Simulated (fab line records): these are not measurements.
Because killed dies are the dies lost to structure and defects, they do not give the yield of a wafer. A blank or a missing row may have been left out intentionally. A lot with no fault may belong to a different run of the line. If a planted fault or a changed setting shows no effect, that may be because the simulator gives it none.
Problem report, 8D (eight disciplines) form, completed by code	flow n5_finfet	the parts of the form that need people (team, actions taken, sign-off) are left out

== 1. WHAT WENT WRONG ==
At N5_BEOL_M2_CVD_47, run_length_s averages 415.0 s over 4 wafers from 3 lots, while fault-free wafers read 247.0 s, standard deviation 0.42. That is +99 or more standard deviations from the usual mean.
The step: deposits Co from CCTBA/H2, target thk 3 nm, time 223.8 s.
Seen first at day 9 14:22 on cvd_co-01, wafer L522.2. Wafers with a number at this step in the record: 28, from 10 lots. Rule for "out", or "out of limits": more than 4 standard deviations from the usual mean. All remaining wafers that have a number are taken as sound.

== 2. WHAT IT IS; WHAT IT IS NOT ==
question	is	is not
which readings at this step	run_length_s	-
which lots	L522, L523, L524	L510, L512, L515, L517, L519, L530, L531
which wafers of those lots	L522.2, L522.4, L523.2, L524.2	L522.1, L523.6, L524.6
read on which tools	cvd_co-01	cvd_co-02
when	from day 9 14:22	up to then (16 sound wafers); but 8 sound wafers of L523, L524, L530, L531 came after

== 3. WHAT RULES OUT EACH SUSPECT ==
Counting: if a tool at a process step up to the reading ran every lot that is out, it stays a suspect. Sound lots after the first of them don't rule it out here, since some wafers of a struck lot are sound.
- cvd_co-01 at N5_BEOL_M2_CVD_47 (deposits Co from CCTBA/H2, target thk 3 nm, time 223.8 s): kept. Ran every lot that is out, first one L522 (day 9 14:22); last sound lot up to then L519 (day 9 01:26). Its own run_length_s readings are out on those wafers.
Remaining after the count: cvd_co-01 at N5_BEOL_M2_CVD_47.

== 4. THE CAUSE (what the simulator had put in) ==
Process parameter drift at N5_BEOL_M2_CVD_47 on cvd_co-01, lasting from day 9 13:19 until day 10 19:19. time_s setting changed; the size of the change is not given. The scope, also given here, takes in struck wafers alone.
After counting, this tool was the only one left.

== 5. THE EFFECT CHAIN, in route order ==
Rows list readings where the struck wafers' mean (over those with a number) sits beyond 3 standard deviations from the usual. Scope: only readings with a usual standard deviation given in the record; hours: median across lots of the time from each lot's start at the first step in this table that gives one to its start at this step; sigmas: change in usual standard deviations.
hours	step	reading	usual	on struck wafers	change	sigmas
0	N5_BEOL_M2_CVD_47	run_length_s	247.0 s	415.0	+168.0	+99 or more
It contains these process steps:
- N5_BEOL_M2_CVD_47: deposits Co from CCTBA/H2, target thk 3 nm, time 223.8 s.
At these later measuring or inspecting steps, every struck wafer for which the step has a row has a number for every such reading, and none has moved that far: N5_BEOL_M4_RC_MEAS_101.

== 6. HOW IT WOULD HAVE BEEN CAUGHT EARLIER ==
In this record the first reading out of limits was taken at day 9 14:22, 1 hour after the fault began at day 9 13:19.
